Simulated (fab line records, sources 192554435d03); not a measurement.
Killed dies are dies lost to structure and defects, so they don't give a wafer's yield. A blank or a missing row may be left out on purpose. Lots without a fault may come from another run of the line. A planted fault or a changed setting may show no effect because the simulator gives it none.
fab line records | flow n5_finfet
record lots=7 wafers=21
route steps=1938 shown BEOL_M1@751 BEOL_M2@890 BEOL_M3@958 BEOL_M4@1070 BEOL_M5@1119
start_h: hours from the record's first day to the start of the lot's first wafer shown | wait_h: hours since the lot's step before | " the same as in the row above | L1.1+2: a row that stands for several wafers | - no value, or no start given | * or withheld: withheld | < > ~ a bound
route shown NAME@n: a module of which the file shows steps, and the number in the route of the first | usual: mean/standard deviation of fault-free wafers | same: alike in all rows | chamber/n: place in a boat | sites: the reading at each site | _std_site: their standard deviation | _edge_site: outer sites' mean less inner sites' | radius_mm: how far each site lies from the wafer's centre | mask NAME#n: copy n | behind: the tool/chamber that last shaped the wafer | hold: why the lot was held/for how many hours/how that ended | device: the transistor (n, p or np) that didn't switch | end of line: the same wafers' tests at the end of the route | a step without rows: its recipe alone | killed: dies lost to structure and defects at the first sort, not the wafer's yield | map: a wafer's dies, x killed, . not, _ none there
set.NAME: the setting as run; set.NAME@STEP: as run at that earlier step | model.NAME: the simulator's own value behind a step, which no gauge read
lots whose settings were changed on purpose; a table a step, a row a wafer
## steps
# step N5_BEOL_M1_ILD_DEP_00
# recipe material=SiOC target_thk_a=790 temp_c=350 precursor=DEMS/O2 pressure_torr=5 rf_w=500 time_s=15.3
# columns lot.wafer tool chamber start_h wait_h set.time_s model.SiOC_of_BEOL_M1_ILD_DEP_00.thk_nm
L074.4 pecvd-04 0 129.88 0.1 15.3 79.6
L074.5 " 1 " " 15.3 78.2
L074.6 " 2 " " 15.3 79.2
L077.4 pecvd-01 0 141.60 0.1 15.3 79.4
L077.5 " 1 " " 15.3 80.8
L077.6 " 2 " " 15.3 80.4
L083.2 pecvd-01 0 197.32 0.0 16.57 85.8
L083.3 " 2 " " 15.3 78.6
L083.6 " 1 " " 16.57 87.6
L087.2 pecvd-04 2 199.22 0.0 17.15 87.2
L087.3 " 1 " " 17.15 87.6
L087.4 " 0 " " 15.3 79.4
L095.1 pecvd-04 2 267.28 0.0 15.3 78.2
L095.3 " 0 " " 15.3 78.8
L095.5 " 0 " " 15.3 81.4
L096.3 pecvd-02 1 272.46 0.0 17.47 90.8
L096.4 " 0 " " 17.47 90.2
L096.5 " 1 " " 15.3 81
L097.2 pecvd-04 2 284.41 0.0 15.3 78.8
L097.3 " 0 " " 15.3 79
L097.6 " 0 " " 15.3 80.2
# step N5_BEOL_M1_THK_MEAS_01
# recipe reads=SiOC_of_BEOL_M1_ILD_DEP_00
# usual M1_ILD_THK=79.1/0.98
# columns lot.wafer tool chamber start_h wait_h set.time_s@BEOL_M1_ILD_DEP_00 M1_ILD_THK[nm]
L074.4 film_metro-01 - 129.93 0.0 15.3 79.5
L074.5 " - " " 15.3 78.2
L074.6 " - " " 15.3 79.1
L077.4 film_metro-01 - 141.65 0.0 15.3 79.3
L077.5 " - " " 15.3 80.7
L077.6 " - " " 15.3 80.3
L083.2 film_metro-01 - 197.39 0.1 16.57 85.8
L083.3 " - " " 15.3 78.6
L083.6 " - " " 16.57 87.5
L087.2 film_metro-01 - 199.28 0.1 17.15 87.2
L087.3 " - " " 17.15 87.6
L087.4 " - " " 15.3 79.5
L095.1 film_metro-01 - 267.34 0.0 15.3 78.2
L095.3 " - " " 15.3 78.9
L095.5 " - " " 15.3 81.4
L096.3 film_metro-01 - 272.53 0.1 17.47 90.7
L096.4 " - " " 17.47 90.2
L096.5 " - " " 15.3 80.9
L097.2 film_metro-01 - 284.47 0.1 15.3 78.9
L097.3 " - " " 15.3 78.9
L097.6 " - " " 15.3 80.3
# step N5_BEOL_M1_COAT_05
# recipe resist=CAR-EUV spin_rpm=1500 resist_thk_nm=30
# columns lot.wafer tool chamber start_h wait_h set.spin_rpm model.CAR-EUV_of_BEOL_M1_COAT_05.thk_nm
L074.4+5+6 litho_track-01 0 - - 1500 30
L077.4+5+6 litho_track-04 0 - - 1500 30.2
L083.2 litho_track-01 0 - - 1500 30
L083.3+6 " 0 " " 1439 30.8
L087.2+3 litho_track-01 0 - - 1500 30
L087.4 " 0 " " 1611 29
L095.1+3+5 litho_track-04 0 - - 1500 29.8
L096.3+4 litho_track-05 0 - - 1500 30
L096.5 " 0 " " 1413 30.8
L097.2+3 litho_track-05 0 - - 1385 31.2
L097.6 " 0 " " 1500 30
# step N5_BEOL_M1_EBR_07
# recipe solvent=PGMEA ebr_width_mm=1.5
# step N5_BEOL_M1_SOFTBAKE_06
# recipe temp_c=110 time_s=60 resist=CAR-EUV
# step N5_BEOL_M1_DESCUM_16
# recipe chemistry=O2 time_s=7 source_power_w=50 bias_power_w=20 pressure_mtorr=20 rf_frequency_hz=2.712e+07 temp_c=40 resist=CAR-EUV o2_flow_sccm=225
# columns lot.wafer tool chamber start_h wait_h set.spin_rpm@BEOL_M1_COAT_05 model.CAR-EUV_of_BEOL_M1_COAT_05.thk_nm
L074.4+5 rie_diel-06 0,1 131.28 0.0 1500 26
L074.6 " 2 " " 1500 26.2
L077.4+6 rie_diel-06 1,0 142.43 0.1 1500 26.2
L077.5 " 3 " " 1500 26.4
L083.2 rie_diel-05 1 198.43 0.0 1500 26.2
L083.3+6 " 3,0 " " 1439 26.8
L087.2+3 rie_diel-06 3,0 200.06 0.0 1500 26
L087.4 " 2 " " 1611 25
L095.1+3+5 rie_diel-05 2,0,3 268.52 0.2 1500 26
L096.3+4 rie_diel-04 2,0 273.56 0.0 1500 26
L096.5 " 3 " " 1413 26.8
L097.2 rie_diel-05 1 285.20 0.0 1385 27.4
L097.3 " 3 " " 1385 27.2
L097.6 " 0 " " 1500 26.2
# step N5_BEOL_M1_ETCH_74
# recipe chemistry=N2/H2 target=underlayer target_depth_a=65 mask_material=CAR-EUV time_s=5.2 ion_energy_ev=200 pressure_mtorr=30 source_w=840 bias_w=150 n2_flow_sccm=200 h2_flow_sccm=200 ends=cleared
# columns lot.wafer tool chamber start_h wait_h set.spin_rpm@BEOL_M1_COAT_05 model.CAR-EUV_of_BEOL_M1_COAT_05.thk_nm
L074.4 rie_diel-06 0 131.31 0.0 1500 20.2
L074.5+6 " 1,2 " " 1500 20.4
L077.4+5 rie_diel-06 1,3 142.46 0.0 1500 20.6
L077.6 " 0 " " 1500 20.4
L083.2 rie_diel-05 1 198.46 0.0 1500 20.4
L083.3 " 3 " " 1439 21.2
L083.6 " 0 " " 1439 21
L087.2+3 rie_diel-06 3,0 200.10 0.0 1500 20.2
L087.4 " 2 " " 1611 19.4
L095.1+3+5 rie_diel-05 2,0,3 268.55 0.0 1500 20.2
L096.3+4 rie_diel-04 2,0 273.59 0.0 1500 20.4
L096.5 " 3 " " 1413 21
L097.2 rie_diel-05 1 285.24 0.0 1385 21.6
L097.3 " 3 " " 1385 21.4
L097.6 " 0 " " 1500 20.4
# step N5_BEOL_M2_TRENCH_ETCH_37
# recipe chemistry=C4F6/O2 target_depth_a=555.55 target=SiOC time_s=29.2 ion_energy_ev=250 pressure_mtorr=30 source_w=355 bias_w=185 Ar_flow_sccm=300 C4F6_flow_sccm=10 O2_flow_sccm=10
# usual rf_vpp_V=665/11
# columns lot.wafer tool chamber start_h wait_h set.source_w rf_vpp_V
L074.4 rie_diel-02 0 - - 355 663
L074.5 " 1 " " 355 676
L074.6 " 0 " " 355 664
L077.4 rie_diel-03 1 - - 355 684
L077.5 " 3 " " 314.8 695
L077.6 " 2 " " 355 670
L083.2 rie_diel-02 1 - - 355 676
L083.3 " 2 " " 355 648
L083.6 " 2 " " 413.7 598
L087.2 rie_diel-02 3 - - 371.5 640
L087.3 " 1 " " 355 676
L087.4 " 0 " " 371.5 647
L095.1 rie_diel-03 2 - - 307.9 721
L095.3 " 0 " " 355 664
L095.5 " 0 " " 355 665
L096.3 rie_diel-01 3 - - 378.2 646
L096.4 " 1 " " 355 674
L096.5 " 0 " " 378.2 637
L097.2 rie_diel-03 2 - - 401.5 630
L097.3 " 3 " " 355 653
L097.6 " 1 " " 401.5 641
# step N5_BEOL_M3_COAT_68
# recipe resist=SiARC temp_c=220 time_s=60 spin_rpm=1500 resist_thk_nm=12
# columns lot.wafer tool chamber start_h wait_h set.spin_rpm model.SiARC_of_BEOL_M3_COAT_68.thk_nm
L074.4+5+6 litho_track-02 0 - - 1500 12
L077.4 litho_track-02 0 - - 1500 12
L077.5 " 0 " " 1376 12.6
L077.6 " 0 " " 1376 12.4
L083.2 litho_track-04 0 - - 1500 12
L083.3+6 " 0 " " 1599 11.6
L087.2+3+4 litho_track-01 0 - - 1500 12
L095.1+3+5 litho_track-02 0 - - 1500 12
L096.3+4+5 litho_track-02 0 - - 1500 12
L097.2+3+6 litho_track-01 0 - - 1500 12
# step N5_BEOL_M3_COAT_76
# recipe resist=underlayer temp_c=205 time_s=60 spin_rpm=1500 resist_thk_nm=5
# columns lot.wafer tool chamber start_h wait_h set.spin_rpm
L074.4+5+6 litho_track-02 0 - - 1500
L077.4+5+6 litho_track-02 0 - - 1500
L083.2+3+6 litho_track-04 0 - - 1500
L087.2 litho_track-01 0 - - 1550
L087.3+4 " 0 " " 1500
L095.1 litho_track-02 0 - - 1500
L095.3+5 " 0 " " 1353
L096.3+4 litho_track-02 0 - - 1367
L096.5 " 0 " " 1500
L097.2+3+6 litho_track-01 0 - - 1500
# step N5_BEOL_M3_COAT_22
# recipe resist=CAR-EUV spin_rpm=1500 resist_thk_nm=30
# step N5_BEOL_M3_EBR_24
# recipe solvent=PGMEA ebr_width_mm=1.5
# step N5_BEOL_M3_DESCUM_33
# recipe chemistry=O2 time_s=7 source_power_w=50 bias_power_w=20 pressure_mtorr=20 rf_frequency_hz=2.712e+07 temp_c=40 resist=CAR-EUV o2_flow_sccm=225
# step N5_BEOL_M3_ETCH_77
# recipe chemistry=N2/H2 target=underlayer target_depth_a=65 mask_material=CAR-EUV time_s=5.2 ion_energy_ev=200 pressure_mtorr=30 source_w=840 bias_w=150 n2_flow_sccm=200 h2_flow_sccm=200 ends=cleared
# columns lot.wafer tool chamber start_h wait_h set.spin_rpm@BEOL_M3_COAT_76 model.etch.depth_nm
L074.4+6 rie_diel-04 1,0 152.89 0.0 1500 5.012
L074.5 " 1 " " 1500 5.009
L077.4 rie_diel-06 1 164.06 0.0 1500 5.008
L077.5 " 2 " " 1500 5.012
L077.6 " 3 " " 1500 4.993
L083.2 rie_diel-05 3 221.34 0.0 1500 4.991
L083.3 " 1 " " 1500 5
L083.6 " 2 " " 1500 5.002
L087.2 rie_diel-06 0 225.40 0.0 1550 4.929
L087.3 " 1 " " 1500 4.993
L087.4 " 1 " " 1500 5.008
L095.1 rie_diel-06 3 289.23 0.0 1500 5.018
L095.3 " 2 " " 1353 5.279
L095.5 " 1 " " 1353 5.281
L096.3 rie_diel-05 1 290.42 0.0 1367 5.243
L096.4 " 3 " " 1367 5.24
L096.5 " 0 " " 1500 4.997
L097.2 rie_diel-04 1 302.34 0.0 1500 4.987
L097.3 " 0 " " 1500 4.986
L097.6 " 3 " " 1500 4.993
# step N5_BEOL_M3_ETCH_69
# recipe chemistry=CF4 target=SiARC target_depth_a=156 mask_material=CAR-EUV time_s=26 ion_energy_ev=80 pressure_mtorr=40 source_w=545 bias_w=36 Ar_flow_sccm=100 cf4_flow_sccm=100 ends=cleared
# columns lot.wafer tool chamber start_h wait_h set.spin_rpm@BEOL_M3_COAT_68 model.etch.depth_nm
L074.4+5 rie_diel-04 1 152.91 0.0 1500 12.01
L074.6 " 0 " " 1500 11.98
L077.4 rie_diel-06 1 164.08 0.0 1500 11.95
L077.5 " 2 " " 1376 12.51
L077.6 " 3 " " 1376 12.48
L083.2 rie_diel-05 3 221.36 0.0 1500 12.03
L083.3+6 " 1,2 " " 1599 11.63
L087.2 rie_diel-06 0 225.42 0.0 1500 12.02
L087.3 " 1 " " 1500 12.04
L087.4 " 1 " " 1500 12.05
L095.1+3 rie_diel-06 3,2 289.24 0.0 1500 12.06
L095.5 " 1 " " 1500 12.05
L096.3 rie_diel-05 1 290.44 0.0 1500 12.07
L096.4 " 3 " " 1500 12.05
L096.5 " 0 " " 1500 12.06
L097.2 rie_diel-04 1 302.36 0.0 1500 12.01
L097.3 " 0 " " 1500 12.02
L097.6 " 3 " " 1500 12.03
# step N5_BEOL_M4_TRENCH_ETCH_37
# recipe chemistry=C4F6/O2 target_depth_a=555.55 target=SiOC time_s=29.2 ion_energy_ev=250 pressure_mtorr=30 source_w=355 bias_w=185 Ar_flow_sccm=300 C4F6_flow_sccm=10 O2_flow_sccm=10
# usual rf_vpp_V=664/10
# columns lot.wafer tool chamber start_h wait_h set.bias_w rf_vpp_V
L074.4 rie_diel-01 2 - - 185 653
L074.5 " 3 " " 185 668
L074.6 " 1 " " 185 673
L077.4 rie_diel-02 2 - - 185 647
L077.5 " 0 " " 168.6 615
L077.6 " 3 " " 185 656
L083.2 rie_diel-02 2 - - 185 648
L083.3 " 1 " " 210.2 749
L083.6 " 1 " " 185 675
L087.2 rie_diel-02 1 - - 185 674
L087.3 " 2 " " 185 646
L087.4 " 0 " " 185 663
L095.1 rie_diel-02 0 - - 185 663
L095.3 " 1 " " 185 675
L095.5 " 3 " " 217.9 748
L096.3 rie_diel-01 2 - - 185 652
L096.4 " 0 " " 185 657
L096.5 " 0 " " 174.8 628
L097.2 rie_diel-03 3 - - 213.8 734
L097.3 " 0 " " 185 663
L097.6 " 2 " " 213.8 750
# step N5_BEOL_M5_COAT_71
# recipe resist=underlayer temp_c=205 time_s=60 spin_rpm=1500 resist_thk_nm=5
# columns lot.wafer tool chamber start_h wait_h set.spin_rpm
L074.4+5+6 litho_track-01 0 - - 1500
L077.4+5+6 litho_track-03 0 - - 1500
L083.2 litho_track-03 0 - - 1578
L083.3+6 " 0 " " 1500
L087.2+3 litho_track-03 0 - - 1585
L087.4 " 0 " " 1500
L095.1+3+5 litho_track-01 0 - - 1500
L096.3+5 litho_track-01 0 - - 1576
L096.4 " 0 " " 1500
L097.2+6 litho_track-01 0 - - 1500
L097.3 " 0 " " 1641
# step N5_BEOL_M5_COAT_05
# recipe resist=CAR-EUV spin_rpm=1500 resist_thk_nm=30
# step N5_BEOL_M5_EBR_07
# recipe solvent=PGMEA ebr_width_mm=1.5
# step N5_BEOL_M5_DESCUM_16
# recipe chemistry=O2 time_s=7 source_power_w=50 bias_power_w=20 pressure_mtorr=20 rf_frequency_hz=2.712e+07 temp_c=40 resist=CAR-EUV o2_flow_sccm=225
# step N5_BEOL_M5_ETCH_72
# recipe chemistry=N2/H2 target=underlayer target_depth_a=65 mask_material=CAR-EUV time_s=5.2 ion_energy_ev=200 pressure_mtorr=30 source_w=840 bias_w=150 n2_flow_sccm=200 h2_flow_sccm=200 ends=cleared
# columns lot.wafer tool chamber start_h wait_h set.spin_rpm@BEOL_M5_COAT_71 model.etch.depth_nm
L074.4 rie_diel-05 2 173.55 0.0 1500 5.005
L074.5 " 2 " " 1500 4.998
L074.6 " 1 " " 1500 4.978
L077.4 rie_diel-06 0 186.72 0.0 1500 4.988
L077.5 " 1 " " 1500 4.973
L077.6 " 0 " " 1500 4.985
L083.2 rie_diel-06 1 243.86 0.0 1578 4.862
L083.3 " 3 " " 1500 5.002
L083.6 " 1 " " 1500 4.995
L087.2 rie_diel-06 2 258.39 0.0 1585 4.897
L087.3 " 1 " " 1585 4.891
L087.4 " 0 " " 1500 5.028
L095.1 rie_diel-06 3 311.44 0.0 1500 4.992
L095.3 " 1 " " 1500 5
L095.5 " 0 " " 1500 5.002
L096.3 rie_diel-04 3 319.33 0.0 1576 4.896
L096.4 " 2 " " 1500 4.997
L096.5 " 0 " " 1576 4.866
L097.2 rie_diel-05 1 321.94 0.0 1500 5.009
L097.3 " 0 " " 1641 4.788
L097.6 " 2 " " 1500 5.015
# step N5_BEOL_M5_COAT_74
# recipe resist=underlayer temp_c=205 time_s=60 spin_rpm=1500 resist_thk_nm=5
# columns lot.wafer tool chamber start_h wait_h set.spin_rpm
L074.4+5+6 litho_track-01 0 - - 1500
L077.4 litho_track-01 0 - - 1500
L077.5+6 " 0 " " 1634
L083.2+3 litho_track-02 0 - - 1440
L083.6 " 0 " " 1500
L087.2+3+4 litho_track-03 0 - - 1500
L095.1+5 litho_track-03 0 - - 1500
L095.3 " 0 " " 1352
L096.3 litho_track-03 0 - - 1572
L096.4+5 " 0 " " 1500
L097.2+3 litho_track-02 0 - - 1500
L097.6 " 0 " " 1581
# step N5_BEOL_M5_COAT_22
# recipe resist=CAR-EUV spin_rpm=1500 resist_thk_nm=30
# columns lot.wafer tool chamber start_h wait_h set.spin_rpm model.CAR-EUV_of_BEOL_M5_COAT_22.thk_nm
L074.4+5+6 litho_track-01 0 - - 1500 30
L077.4+5+6 litho_track-01 0 - - 1500 30
L083.2+3 litho_track-02 0 - - 1500 30
L083.6 " 0 " " 1500 30.2
L087.2 litho_track-03 0 - - 1618 28.8
L087.3 " 0 " " 1618 29
L087.4 " 0 " " 1500 30.2
L095.1 litho_track-03 0 - - 1588 29.2
L095.3 " 0 " " 1500 29.8
L095.5 " 0 " " 1500 30
L096.3 litho_track-03 0 - - 1500 30
L096.4 " 0 " " 1369 31.4
L096.5 " 0 " " 1369 31.2
L097.2 litho_track-02 0 - - 1500 30
L097.3+6 " 0 " " 1584 29.2
# step N5_BEOL_M5_EBR_24
# recipe solvent=PGMEA ebr_width_mm=1.5
# step N5_BEOL_M5_SOFTBAKE_23
# recipe temp_c=110 time_s=60 resist=CAR-EUV
# step N5_BEOL_M5_EXPOSE_25
# recipe mask_id=V4 na=0.33 source_shape=quasar sigma_inner=0.2 sigma_outer=0.6 polarization=unpolarized defocus_nm=10 dose_mj=52.75
# step N5_BEOL_M5_PEB_26
# recipe peb_temp_c=100 peb_time_s=60 resist=CAR-EUV
# step N5_BEOL_M5_DEVELOP_27
# recipe develop_time_s=30 developer=TMAH resist=CAR-EUV rinse_liquid=surfactant_rinse dry=air_spin dev_temp_c=23
# columns lot.wafer tool chamber start_h wait_h set.spin_rpm@BEOL_M5_COAT_22 model.CAR-EUV_of_BEOL_M5_COAT_22.thk_nm
L074.4 litho_track-03 0 - - 1500 29.4
L074.5+6 " 0 " " 1500 29.6
L077.4+5+6 litho_track-02 0 - - 1500 29.6
L083.2+3+6 litho_track-02 0 - - 1500 29.6
L087.2+3 litho_track-01 0 - - 1618 28.4
L087.4 " 0 " " 1500 29.6
L095.1 litho_track-02 0 - - 1588 28.8
L095.3 " 0 " " 1500 29.4
L095.5 " 0 " " 1500 29.6
L096.3 litho_track-03 0 - - 1500 29.6
L096.4+5 " 0 " " 1369 30.8
L097.2 litho_track-03 0 - - 1500 29.6
L097.3+6 " 0 " " 1584 28.8
# step N5_BEOL_M5_DESCUM_33
# recipe chemistry=O2 time_s=7 source_power_w=50 bias_power_w=20 pressure_mtorr=20 rf_frequency_hz=2.712e+07 temp_c=40 resist=CAR-EUV o2_flow_sccm=225
# step N5_BEOL_M5_ETCH_75
# recipe chemistry=N2/H2 target=underlayer target_depth_a=65 mask_material=CAR-EUV time_s=5.2 ion_energy_ev=200 pressure_mtorr=30 source_w=840 bias_w=150 n2_flow_sccm=200 h2_flow_sccm=200 ends=cleared
# columns lot.wafer tool chamber start_h wait_h set.spin_rpm@BEOL_M5_COAT_74 set.spin_rpm@BEOL_M5_COAT_22 model.CAR-EUV_of_BEOL_M5_COAT_22.thk_nm model.etch.depth_nm
L074.4+6 rie_diel-06 2,3 175.69 0.0 1500 1500 20.4 5.006
L074.5 " 0 " " 1500 1500 20.4 5.008
L077.4 rie_diel-04 0 187.78 0.0 1500 1500 20.4 5.002
L077.5 " 3 " " 1634 1500 20.6 4.795
L077.6 " 0 " " 1634 1500 20.6 4.783
L083.2 rie_diel-05 3 245.75 0.0 1440 1500 20.2 5.117
L083.3 " 2 " " 1440 1500 20.2 5.111
L083.6 " 0 " " 1500 1500 20.4 5.008
L087.2 rie_diel-04 2 259.87 0.0 1500 1618 19.2 4.991
L087.3 " 1 " " 1500 1618 19.2 5.02
L087.4 " 3 " " 1500 1500 20.4 4.983
L095.1 rie_diel-05 1 314.76 0.0 1500 1588 19.6 4.981
L095.3 " 2 " " 1352 1500 20 5.248
L095.5 " 2 " " 1500 1500 20.4 4.978
L096.3 rie_diel-06 2 321.76 0.0 1572 1500 20.6 4.863
L096.4 " 1 " " 1500 1369 21.8 4.971
L096.5 " 3 " " 1500 1369 21.6 4.969
L097.2 rie_diel-06 1 324.63 0.0 1500 1500 20.4 5.028
L097.3 " 0 " " 1500 1584 19.6 5.024
L097.6 " 2 " " 1581 1584 19.8 4.883
# step N5_BEOL_M5_ETCH_67
# recipe chemistry=CF4 target=SiARC target_depth_a=156 mask_material=CAR-EUV time_s=26 ion_energy_ev=80 pressure_mtorr=40 source_w=545 bias_w=36 Ar_flow_sccm=100 cf4_flow_sccm=100 ends=cleared
# columns lot.wafer tool chamber start_h wait_h set.spin_rpm@BEOL_M5_COAT_74 set.spin_rpm@BEOL_M5_COAT_22 model.CAR-EUV_of_BEOL_M5_COAT_22.thk_nm
L074.4+5+6 rie_diel-06 2,0,3 175.71 0.0 1500 1500 11.2
L077.4 rie_diel-04 0 187.80 0.0 1500 1500 11.2
L077.5+6 " 3,0 " " 1634 1500 11.4
L083.2+3 rie_diel-05 3,2 245.77 0.0 1440 1500 11
L083.6 " 0 " " 1500 1500 11.4
L087.2+3 rie_diel-04 2,1 259.89 0.0 1500 1618 10
L087.4 " 3 " " 1500 1500 11.2
L095.1 rie_diel-05 1 314.78 0.0 1500 1588 10.4
L095.3 " 2 " " 1352 1500 10.8
L095.5 " 2 " " 1500 1500 11.2
L096.3 rie_diel-06 2 321.78 0.0 1572 1500 11.4
L096.4 " 1 " " 1500 1369 12.6
L096.5 " 3 " " 1500 1369 12.4
L097.2 rie_diel-06 1 324.65 0.0 1500 1500 11.2
L097.3 " 0 " " 1500 1584 10.2
L097.6 " 2 " " 1581 1584 10.6
## key
split step=N5_BEOL_M1_ILD_DEP_00 setting=time_s stated=15.3 by=wafer
response step=N5_BEOL_M1_ILD_DEP_00 reading=model.SiOC_of_BEOL_M1_ILD_DEP_00.thk_nm change=+0.718 per=1% r=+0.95
response step=N5_BEOL_M1_THK_MEAS_01 reading=M1_ILD_THK change=+0.716 per=1% r=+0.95
split step=N5_BEOL_M1_COAT_05 setting=spin_rpm stated=1500 by=wafer
response step=N5_BEOL_M1_COAT_05 reading=model.CAR-EUV_of_BEOL_M1_COAT_05.thk_nm change=-0.15 per=1% r=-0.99
response step=N5_BEOL_M1_DESCUM_16 reading=model.CAR-EUV_of_BEOL_M1_COAT_05.thk_nm change=-0.14 per=1% r=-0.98
response step=N5_BEOL_M1_ETCH_74 reading=model.CAR-EUV_of_BEOL_M1_COAT_05.thk_nm change=-0.126 per=1% r=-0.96
split step=N5_BEOL_M2_TRENCH_ETCH_37 setting=source_w stated=355 by=wafer
response step=N5_BEOL_M2_TRENCH_ETCH_37 reading=rf_vpp_V change=-3.2 per=1% r=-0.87
split step=N5_BEOL_M3_COAT_68 setting=spin_rpm stated=1500 by=wafer
response step=N5_BEOL_M3_COAT_68 reading=model.SiARC_of_BEOL_M3_COAT_68.thk_nm change=-0.0605 per=1% r=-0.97
response step=N5_BEOL_M3_ETCH_69 reading=model.etch.depth_nm change=-0.0635 per=1% r=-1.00
split step=N5_BEOL_M3_COAT_76 setting=spin_rpm stated=1500 by=wafer
response step=N5_BEOL_M3_ETCH_77 reading=model.etch.depth_nm change=-0.0268 per=1% r=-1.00
split step=N5_BEOL_M4_TRENCH_ETCH_37 setting=bias_w stated=185 by=wafer
response step=N5_BEOL_M4_TRENCH_ETCH_37 reading=rf_vpp_V change=+5.03 per=1% r=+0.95
split step=N5_BEOL_M5_COAT_71 setting=spin_rpm stated=1500 by=wafer
response step=N5_BEOL_M5_ETCH_72 reading=model.etch.depth_nm change=-0.024 per=1% r=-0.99
split step=N5_BEOL_M5_COAT_74 setting=spin_rpm stated=1500 by=wafer
response step=N5_BEOL_M5_ETCH_75 reading=model.etch.depth_nm change=-0.0255 per=1% r=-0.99
response step=N5_BEOL_M5_ETCH_67 reading=model.CAR-EUV_of_BEOL_M5_COAT_22.thk_nm slope=+0.0429 per=1% together_with=spin_rpm@BEOL_M5_COAT_22 explained=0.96
split step=N5_BEOL_M5_COAT_22 setting=spin_rpm stated=1500 by=wafer
response step=N5_BEOL_M5_COAT_22 reading=model.CAR-EUV_of_BEOL_M5_COAT_22.thk_nm change=-0.148 per=1% r=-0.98
response step=N5_BEOL_M5_DEVELOP_27 reading=model.CAR-EUV_of_BEOL_M5_COAT_22.thk_nm change=-0.14 per=1% r=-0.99
response step=N5_BEOL_M5_ETCH_75 reading=model.CAR-EUV_of_BEOL_M5_COAT_22.thk_nm change=-0.13 per=1% r=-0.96
response step=N5_BEOL_M5_ETCH_67 reading=model.CAR-EUV_of_BEOL_M5_COAT_22.thk_nm slope=-0.151 per=1% together_with=spin_rpm@BEOL_M5_COAT_74 explained=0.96
